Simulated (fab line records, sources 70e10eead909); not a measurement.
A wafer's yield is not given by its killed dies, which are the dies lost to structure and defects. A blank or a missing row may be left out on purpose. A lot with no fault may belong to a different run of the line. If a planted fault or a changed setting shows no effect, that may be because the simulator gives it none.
What tool caused it?	flow nand harc	72 wafers from 24 lots sampled at 6 of the route's 1302 steps

## WHAT EACH GAUGE READ, for each wafer
Not one reading of a measure or inspect step in the record can be checked against a usual standard deviation.

## WHAT TOOL EACH LOT RAN ON (gives the tool, then ch and the chambers of the sampled wafers, and finally the start)
lot	NHARC_A_STAIRCASE_TRIM_226	NHARC_A_STAIRCASE_ETCH_227	NHARC_A_STAIRCASE_ETCH_230	NHARC_A_STAIRCASE_DESCUM_252	NHARC_A_STAIRCASE_HM_DEP_459	NHARC_A_STAIRCASE_ETCH_452
L074	rie diel-09 ch 1,2, day 16 00:27 or earlier	rie diel-09 ch 1,2,3, day 16 00:27 or earlier	rie diel-09 ch 0,2,3, day 16 00:27 or earlier	rie diel-09 ch 0,1, day 16 00:27	acl dep-02 ch 0, day 16 09:12	rie diel-12 ch 0,1,2, no start
L075	rie diel-09 ch 0,3, day 16 19:49 or earlier	rie diel-09 ch 1,2, day 16 19:49 or earlier	rie diel-09 ch 0,1, day 16 19:49 or earlier	rie diel-12 ch 1,2, day 16 19:49	acl dep-02 ch 0, day 17 03:46	rie diel-12 ch 0,1,2, no start
L077	rie diel-09 ch 1,2,3, day 17 03:13 or earlier	rie diel-09 ch 0,2, day 17 03:13 or earlier	rie diel-09 ch 1,3, day 17 03:13 or earlier	rie diel-09 ch 1,3, day 17 03:13	acl dep-02 ch 0, day 17 12:09	rie diel-09 ch 0,1, no start
L076	rie diel-02 ch 1,3, day 17 03:29 or earlier	rie diel-02 ch 0,2,3, day 17 03:29 or earlier	rie diel-09 ch 0,1,3, day 17 03:29 or earlier	rie diel-12 ch 0,1,2, day 17 03:29	acl dep-03 ch 0, day 17 13:30	rie diel-12 ch 1,2, no start
L078	rie diel-02 ch 2,3, day 18 04:44 or earlier	rie diel-02 ch 0,1,2, day 18 04:44 or earlier	rie diel-02 ch 2,3, day 18 04:44 or earlier	rie diel-09 ch 0,2,3, day 18 04:44	acl dep-01 ch 0, day 18 12:53	rie diel-09 ch 2,3, no start
L079	rie diel-02 ch 1,2, day 18 08:17 or earlier	rie diel-02 ch 0,1,3, day 18 08:17 or earlier	rie diel-02 ch 0,2, day 18 08:17 or earlier	rie diel-02 ch 0,1,2, day 18 08:17	acl dep-02 ch 0, day 18 18:25	rie diel-09 ch 0,1,3, no start
L081	rie diel-09 ch 0,1,2, day 18 23:49 or earlier	rie diel-09 ch 1,2, day 18 23:49 or earlier	rie diel-12 ch 1,3, day 18 23:49 or earlier	rie diel-09 ch 0,2,3, day 18 23:49	acl dep-03 ch 0, day 19 12:52	rie diel-02 ch 2,3, no start
L080	rie diel-09 ch 0,1, day 19 00:14 or earlier	rie diel-09 ch 0,2,3, day 19 00:14 or earlier	rie diel-02 ch 2,3, day 19 00:14 or earlier	rie diel-12 ch 2,3, day 19 00:14	acl dep-02 ch 0, day 19 13:31	rie diel-09 ch 1,3, no start
L082	rie diel-09 ch 0,2,3, day 20 02:07 or earlier	rie diel-09 ch 0,2,3, day 20 02:07 or earlier	rie diel-09 ch 0,1, day 20 02:07 or earlier	rie diel-09 ch 1,3, day 20 02:07	acl dep-03 ch 0, day 20 09:56	rie diel-09 ch 0,2,3, no start
L083	rie diel-12 ch 1,2,3, day 20 10:53 or earlier	rie diel-12 ch 0,1,2, day 20 10:53 or earlier	rie diel-09 ch 0,3, day 20 10:53 or earlier	rie diel-02 ch 2,3, day 20 10:53	acl dep-02 ch 0, day 20 19:25	rie diel-02 ch 0,1,3, no start
L084	rie diel-09 ch 0,2,3, day 20 11:10 or earlier	rie diel-09 ch 1,2,3, day 20 11:10 or earlier	rie diel-12 ch 1,2,3, day 20 11:10 or earlier	rie diel-09 ch 1,2,3, day 20 11:10	acl dep-03 ch 0, day 20 20:07	rie diel-02 ch 0,1,3, no start
L086	rie diel-12 ch 0,1,3, day 21 02:57 or earlier	rie diel-12 ch 0,1,3, day 21 02:57 or earlier	rie diel-02 ch 2,3, day 21 02:57 or earlier	rie diel-09 ch 0,3, day 21 02:57	acl dep-01 ch 0, day 21 16:13	rie diel-02 ch 0,1, no start
L085	rie diel-12 ch 1,3, day 21 06:21 or earlier	rie diel-12 ch 0,3, day 21 06:21 or earlier	rie diel-12 ch 0,1,3, day 21 06:21 or earlier	rie diel-12 ch 1,2,3, day 21 06:21	acl dep-02 ch 0, day 21 19:38	rie diel-12 ch 0,1,2, no start
L088	rie diel-02 ch 1,2,3, day 22 04:19 or earlier	rie diel-02 ch 0,1,3, day 22 04:19 or earlier	rie diel-02 ch 2,3, day 22 04:19 or earlier	rie diel-09 ch 1,3, day 22 04:19	acl dep-02 ch 0, day 22 14:44	rie diel-02 ch 1,2,3, no start
L087	rie diel-09 ch 1,2,3, day 22 08:35 or earlier	rie diel-09 ch 1,2,3, day 22 08:35 or earlier	rie diel-12 ch 1,2, day 22 08:35 or earlier	rie diel-02 ch 0,3, day 22 08:35	acl dep-01 ch 0, day 22 16:18	rie diel-02 ch 2,3, no start
L089	rie diel-12 ch 0,1,2, day 22 13:12 or earlier	rie diel-12 ch 0,2, day 22 13:12 or earlier	rie diel-12 ch 0,2, day 22 13:12 or earlier	rie diel-02 ch 0,2,3, day 22 13:12	acl dep-01 ch 0, day 22 20:38	rie diel-02 ch 0,1,3, no start
L090	rie diel-12 ch 0,1, day 22 21:43 or earlier	rie diel-12 ch 0,3, day 22 21:43 or earlier	rie diel-12 ch 1,2,3, day 22 21:43 or earlier	rie diel-02 ch 1,2,3, day 22 21:43	acl dep-02 ch 0, day 23 06:22	rie diel-12 ch 0,1,2, no start
L091	rie diel-12 ch 1,2, day 23 10:59 or earlier	rie diel-12 ch 0,1, day 23 10:59 or earlier	rie diel-09 ch 0,2, day 23 10:59 or earlier	rie diel-09 ch 0,1, day 23 10:59	acl dep-03 ch 0, day 23 18:09	rie diel-09 ch 1,2, no start
L093	rie diel-12 ch 0,1,3, day 23 18:27 or earlier	rie diel-12 ch 0,1, day 23 18:27 or earlier	rie diel-12 ch 0,1,3, day 23 18:27 or earlier	rie diel-02 ch 1,2,3, day 23 18:27	acl dep-02 ch 0, day 24 03:11	rie diel-02 ch 1,2,3, no start
L092	rie diel-02 ch 1,2,3, day 23 19:05 or earlier	rie diel-02 ch 1,2,3, day 23 19:05 or earlier	rie diel-12 ch 0,1,3, day 23 19:05 or earlier	rie diel-09 ch 0,1,2, day 23 19:05	acl dep-03 ch 0, day 24 03:34	rie diel-12 ch 0,1,2, no start
L094	rie diel-02 ch 1,2, day 24 13:05 or earlier	rie diel-02 ch 0,1,3, day 24 13:05 or earlier	rie diel-12 ch 0,2, day 24 13:05 or earlier	rie diel-12 ch 1,2,3, day 24 13:05	acl dep-02 ch 0, day 24 23:41	rie diel-12 ch 2,3, no start
L095	rie diel-12 ch 0,2, day 25 07:33 or earlier	rie diel-12 ch 0,2, day 25 07:33 or earlier	rie diel-09 ch 1,3, day 25 07:33 or earlier	rie diel-02 ch 1,2,3, day 25 07:33	acl dep-01 ch 0, day 25 18:07	rie diel-12 ch 0,3, no start
L096	rie diel-02 ch 1,2,3, day 25 16:28 or earlier	rie diel-02 ch 0,1,2, day 25 16:28 or earlier	rie diel-09 ch 0,1,3, day 25 16:28 or earlier	rie diel-02 ch 0,2,3, day 25 16:28	acl dep-01 ch 0, day 26 02:39	rie diel-09 ch 0,2,3, no start
L097	rie diel-12 ch 2,3, day 25 17:17 or earlier	rie diel-12 ch 2,3, day 25 17:17 or earlier	rie diel-02 ch 1,2, day 25 17:17 or earlier	rie diel-09 ch 2,3, day 25 17:17	acl dep-02 ch 0, day 26 06:08	rie diel-02 ch 0,1,2, no start
- NHARC_A_STAIRCASE_TRIM_226: chemistry O2, time 211.2 s.
- NHARC_A_STAIRCASE_ETCH_227: etches the open film in C4F8/O2, target depth 100 nm, time 40.5 s.
- NHARC_A_STAIRCASE_ETCH_230: etches the open film in C4F8/O2, target depth 100 nm, time 40.5 s.
- NHARC_A_STAIRCASE_DESCUM_252: chemistry O2, time 3 s.
- NHARC_A_STAIRCASE_HM_DEP_459: deposits aC, target thk 1500 nm.
- NHARC_A_STAIRCASE_ETCH_452: etches the open film in CF4/O2, target depth 30 nm, overetch 3 nm, time 16.5 s.

## AS READ BY THE TOOLS THEMSELVES (means over the sampled wafers that have a number; for cases with no such wafer, the mark the record gives instead)
NHARC_A_STAIRCASE_TRIM_226.
lot	tool	drypump motor current A (A)	oes product au (a.u.)	rf vpp V (V)	showerhead plenum p Torr (Torr)	throttle valve pct (%)
L074	rie diel-09	6.25	0.996	58.7	3.52	17.038
L075	rie diel-09	5.89	1.015	58.0	3.73	17.042
L077	rie diel-09	6.06	1.008	58.4	3.58	17.036
L076	rie diel-02	5.40	1.007	57.5	3.56	17.031
L078	rie diel-02	5.61	0.992	57.6	3.51	17.032
L079	rie diel-02	5.74	0.998	57.7	3.42	17.040
L081	rie diel-09	6.11	0.996	58.2	3.54	17.038
L080	rie diel-09	5.97	1.008	57.9	3.57	17.039
L082	rie diel-09	6.09	1.004	57.9	3.64	17.039
L083	rie diel-12	5.81	0.997	59.0	3.66	17.042
L084	rie diel-09	6.09	1.010	57.8	3.64	17.034
L086	rie diel-12	5.83	0.996	58.2	3.64	17.031
L085	rie diel-12	5.90	0.989	57.9	3.64	17.031
L088	rie diel-02	5.55	1.004	56.9	3.47	17.049
L087	rie diel-09	6.09	1.007	59.0	3.56	17.036
L089	rie diel-12	5.75	0.998	57.7	3.57	17.034
L090	rie diel-12	5.75	1.003	58.1	3.54	17.041
L091	rie diel-12	5.80	1.007	57.3	3.57	17.041
L093	rie diel-12	5.82	0.996	58.3	3.63	17.032
L092	rie diel-02	5.56	1.005	57.5	3.46	17.039
L094	rie diel-02	5.70	0.999	57.1	3.37	17.037
L095	rie diel-12	5.69	1.003	58.6	3.55	17.028
L096	rie diel-02	5.56	1.004	58.0	3.46	17.041
L097	rie diel-12	5.74	0.992	58.1	3.65	17.028

NHARC_A_STAIRCASE_ETCH_227.
lot	tool	oes product au (a.u.)	rf vpp V (V)
L074	rie diel-09	0.935	898
L075	rie diel-09	0.948	894
L077	rie diel-09	0.946	899
L076	rie diel-02	0.947	899
L078	rie diel-02	0.950	895
L079	rie diel-02	0.944	898
L081	rie diel-09	0.941	894
L080	rie diel-09	0.940	900
L082	rie diel-09	0.938	900
L083	rie diel-12	0.941	897
L084	rie diel-09	0.946	897
L086	rie diel-12	0.929	899
L085	rie diel-12	0.934	903
L088	rie diel-02	0.946	898
L087	rie diel-09	0.946	898
L089	rie diel-12	0.934	898
L090	rie diel-12	0.945	903
L091	rie diel-12	0.932	897
L093	rie diel-12	0.954	897
L092	rie diel-02	0.945	894
L094	rie diel-02	0.952	898
L095	rie diel-12	0.953	898
L096	rie diel-02	0.940	894
L097	rie diel-12	0.936	901

NHARC_A_STAIRCASE_ETCH_230.
lot	tool	oes product au (a.u.)	rf vpp V (V)
L074	rie diel-09	0.947	901
L075	rie diel-09	0.954	895
L077	rie diel-09	0.962	901
L076	rie diel-09	0.953	899
L078	rie diel-02	0.939	897
L079	rie diel-02	0.946	899
L081	rie diel-12	0.919	894
L080	rie diel-02	0.945	896
L082	rie diel-09	0.945	897
L083	rie diel-09	0.966	902
L084	rie diel-12	0.968	901
L086	rie diel-02	0.918	897
L085	rie diel-12	0.940	900
L088	rie diel-02	0.946	898
L087	rie diel-12	0.965	898
L089	rie diel-12	0.943	897
L090	rie diel-12	0.949	900
L091	rie diel-09	0.979	899
L093	rie diel-12	0.946	899
L092	rie diel-12	0.947	900
L094	rie diel-12	0.966	897
L095	rie diel-09	0.933	899
L096	rie diel-09	0.975	898
L097	rie diel-02	0.972	891

NHARC_A_STAIRCASE_DESCUM_252.
lot	tool	drypump motor current A (A)	oes product au (a.u.)	rf vpp V (V)	showerhead plenum p Torr (Torr)	throttle valve pct (%)
L074	rie diel-09	5.95	1.013	57.5	1.95	11.314
L075	rie diel-12	5.72	1.016	57.8	1.96	11.305
L077	rie diel-09	5.87	1.016	57.6	1.99	11.320
L076	rie diel-12	5.74	1.009	58.2	1.95	11.313
L078	rie diel-09	6.09	1.007	57.8	1.98	11.312
L079	rie diel-02	5.82	1.001	58.1	1.91	11.313
L081	rie diel-09	6.10	1.001	57.4	1.98	11.311
L080	rie diel-12	5.75	1.009	58.4	1.90	11.310
L082	rie diel-09	5.87	1.004	57.7	1.92	11.304
L083	rie diel-02	5.60	0.999	57.1	1.90	11.310
L084	rie diel-09	6.04	1.001	57.0	1.94	11.309
L086	rie diel-09	5.93	1.002	58.9	2.00	11.310
L085	rie diel-12	5.81	1.001	57.4	1.99	11.316
L088	rie diel-09	5.88	0.998	58.0	1.91	11.308
L087	rie diel-02	5.82	1.004	58.6	2.00	11.312
L089	rie diel-02	5.73	1.000	58.7	1.95	11.308
L090	rie diel-02	5.55	1.000	58.2	1.88	11.317
L091	rie diel-09	5.94	0.997	57.6	1.93	11.313
L093	rie diel-02	5.56	0.995	57.5	1.88	11.302
L092	rie diel-09	6.14	1.007	56.9	1.91	11.315
L094	rie diel-12	5.81	0.992	58.5	1.98	11.318
L095	rie diel-02	5.55	1.003	57.5	1.87	11.315
L096	rie diel-02	5.73	1.000	58.5	1.95	11.310
L097	rie diel-09	6.04	1.011	58.4	1.99	11.311

NHARC_A_STAIRCASE_HM_DEP_459.
lot	tool	throttle valve pct (%)
L074	acl dep-02	34.989
L075	acl dep-02	35.003
L077	acl dep-02	34.996
L076	acl dep-03	35.007
L078	acl dep-01	34.994
L079	acl dep-02	35.003
L081	acl dep-03	35.004
L080	acl dep-02	35.011
L082	acl dep-03	35.000
L083	acl dep-02	35.005
L084	acl dep-03	34.997
L086	acl dep-01	34.995
L085	acl dep-02	35.001
L088	acl dep-02	34.996
L087	acl dep-01	34.997
L089	acl dep-01	34.998
L090	acl dep-02	34.999
L091	acl dep-03	34.993
L093	acl dep-02	34.995
L092	acl dep-03	34.996
L094	acl dep-02	35.001
L095	acl dep-01	35.003
L096	acl dep-01	34.996
L097	acl dep-02	35.009

NHARC_A_STAIRCASE_ETCH_452.
lot	tool	drypump motor current A (A)	oes product au (a.u.)	rf vpp V (V)	showerhead plenum p Torr (Torr)	throttle valve pct (%)
L074	rie diel-12	5.74	1.013	198.8	1.36	13.389
L075	rie diel-12	5.72	1.006	198.1	1.36	13.400
L077	rie diel-09	5.91	1.005	197.5	1.33	13.395
L076	rie diel-12	5.72	1.016	197.8	1.36	13.388
L078	rie diel-09	6.24	1.004	197.6	1.37	13.400
L079	rie diel-09	5.91	1.013	198.7	1.37	13.391
L081	rie diel-02	5.59	0.992	197.9	1.33	13.393
L080	rie diel-09	5.87	1.018	197.3	1.34	13.402
L082	rie diel-09	6.08	1.003	198.6	1.38	13.403
L083	rie diel-02	5.65	1.005	198.3	1.35	13.412
L084	rie diel-02	5.67	1.000	198.3	1.35	13.389
L086	rie diel-02	5.81	1.002	198.1	1.31	13.403
L085	rie diel-12	5.75	0.996	197.5	1.35	13.391
L088	rie diel-02	5.55	0.990	196.8	1.31	13.389
L087	rie diel-02	5.43	1.004	198.0	1.35	13.395
L089	rie diel-02	5.69	1.000	197.7	1.35	13.401
L090	rie diel-12	5.73	0.999	198.2	1.35	13.393
L091	rie diel-09	6.05	0.996	197.2	1.30	13.396
L093	rie diel-02	5.55	0.992	197.2	1.31	13.397
L092	rie diel-12	5.75	0.998	198.2	1.35	13.398
L094	rie diel-12	5.72	1.001	199.3	1.39	13.392
L095	rie diel-12	5.81	0.986	199.6	1.40	13.397
L096	rie diel-09	6.07	1.007	198.7	1.37	13.399
L097	rie diel-02	5.85	1.005	197.4	1.32	13.398

## THE ANSWER, worked out from the rows above alone
Rule: the usual values come from the lots themselves. Put in order of their means at a reading, lots are off if they are a third of the lots or fewer, leave a main group of 4 or more, and stand apart from it by a gap of 3 or more times the standard deviation of the main group's means; of several such gaps the widest counts. If all means in a main group match to the digits the tables above print for the reading, that group is not used. Also off: a lot with no number at a reading for which 4 or more lots have one. Any other lot the step has rows for is counted as sound. Order of review: gauges by route order, followed by the tools' own readings, for which a lot's mean as printed above is used. At the first step where some lot is off, the reading lying furthest off is the one used; lots without a number count as furthest.
None of the lots is off at any reading shown; this tells nothing.

## WHAT WAS PUT IN BY THE SIMULATOR
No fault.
